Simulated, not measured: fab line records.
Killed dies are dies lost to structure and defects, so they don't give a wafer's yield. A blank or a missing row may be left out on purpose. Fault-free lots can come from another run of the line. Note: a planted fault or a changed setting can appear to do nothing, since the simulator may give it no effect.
Chamber matching :: flow nand-harc :: cmp-01 running NHARC_A_M1_CMP_23: 4 sister chambers
The step polishes, t overpolish 20 s, target thk 154.34 nm. 18 wafers are shown with their chamber, then 9 later ones without.

== WAFERS WITH THEIR CHAMBER ==
wafer: L075.2
chamber: 3
motor-current-A (A): 11.2
time-to-endpoint-s (s): 24

wafer: L075.3
chamber: 0
motor-current-A (A): 11.9
time-to-endpoint-s (s): 30

wafer: L075.5
chamber: 3
motor-current-A (A): 11.1
time-to-endpoint-s (s): 25

wafer: L079.2
chamber: 3
motor-current-A (A): 11.6
time-to-endpoint-s (s): 20

wafer: L079.4
chamber: 2
motor-current-A (A): 11.5
time-to-endpoint-s (s): 21

wafer: L079.5
chamber: 3
motor-current-A (A): 11.7
time-to-endpoint-s (s): 19

wafer: L077.1
chamber: 1
motor-current-A (A): 13.5
time-to-endpoint-s (s): 30

wafer: L077.5
chamber: 2
motor-current-A (A): 12.8
time-to-endpoint-s (s): 23

wafer: L077.6
chamber: 1
motor-current-A (A): 13.6
time-to-endpoint-s (s): 32

wafer: L080.3
chamber: 2
motor-current-A (A): 12.8
time-to-endpoint-s (s): 24

wafer: L080.4
chamber: 1
motor-current-A (A): 13.8
time-to-endpoint-s (s): 31

wafer: L080.6
chamber: 2
motor-current-A (A): 12.3
time-to-endpoint-s (s): 24

wafer: L082.1
chamber: 2
motor-current-A (A): 12.4
time-to-endpoint-s (s): 23

wafer: L082.4
chamber: 1
motor-current-A (A): 13.2
time-to-endpoint-s (s): 33

wafer: L082.5
chamber: 1
motor-current-A (A): 13.8
time-to-endpoint-s (s): 33

wafer: L086.1
chamber: 1
motor-current-A (A): 14.0
time-to-endpoint-s (s): 33

wafer: L086.2
chamber: 2
motor-current-A (A): 12.1
time-to-endpoint-s (s): 28

wafer: L086.5
chamber: 1
motor-current-A (A): 14.0
time-to-endpoint-s (s): 34

SIGNATURES (averages over the wafers above)
reading: motor-current-A
chamber 0: 11.900
chamber 1: 13.700
chamber 2: 12.317
chamber 3: 11.400
scatter within a chamber: 0.373

reading: time-to-endpoint-s
chamber 0: 30.00
chamber 1: 32.29
chamber 2: 23.83
chamber 3: 22.00
scatter within a chamber: 2.14
Rule: for a wafer and a chamber, the distance is found by dividing, reading by reading, the gap between the wafer's reading and the chamber's mean by the reading's scatter, squaring, summing and taking the root. If the next closest chamber is less than 2 further off than the closest, the wafer can't be placed; otherwise it belongs to the closest. The scatter: take each reading less its chamber's mean, square it, sum over the shown wafers, divide by the number of wafers less the number of chambers, and take the root.

== WAFERS WHOSE CHAMBER IS MISSING ==
wafer: L087.1
motor-current-A (A): 12.9
time-to-endpoint-s (s): 25

wafer: L087.2
motor-current-A (A): 14.1
time-to-endpoint-s (s): 31

wafer: L087.3
motor-current-A (A): 11.7
time-to-endpoint-s (s): 30

wafer: L093.1
motor-current-A (A): 13.5
time-to-endpoint-s (s): 37

wafer: L093.3
motor-current-A (A): 11.0
time-to-endpoint-s (s): 33

wafer: L093.5
motor-current-A (A): 13.6
time-to-endpoint-s (s): 36

wafer: L095.1
motor-current-A (A): 11.4
time-to-endpoint-s (s): 31

wafer: L095.3
motor-current-A (A): 12.1
time-to-endpoint-s (s): 24

wafer: L095.4
motor-current-A (A): 13.3
time-to-endpoint-s (s): 31

== CHAMBER TAKEN BY EACH ==
wafer: L087.1
from the rows above: can't be placed: 2 or 0
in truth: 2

wafer: L087.2
from the rows above: 1
in truth: 1

wafer: L087.3
from the rows above: 0
in truth: 0

wafer: L093.1
from the rows above: 1
in truth: 1

wafer: L093.3
from the rows above: 0
in truth: 0

wafer: L093.5
from the rows above: 1
in truth: 1

wafer: L095.1
from the rows above: 0
in truth: 0

wafer: L095.3
from the rows above: can't be placed: 2 or 3
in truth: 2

wafer: L095.4
from the rows above: 1
in truth: 1
Correctly placed: 7 of 9. Cannot be placed on the basis of these rows: 2; the candidates contain the true chamber in 2. 0 placed wrongly.
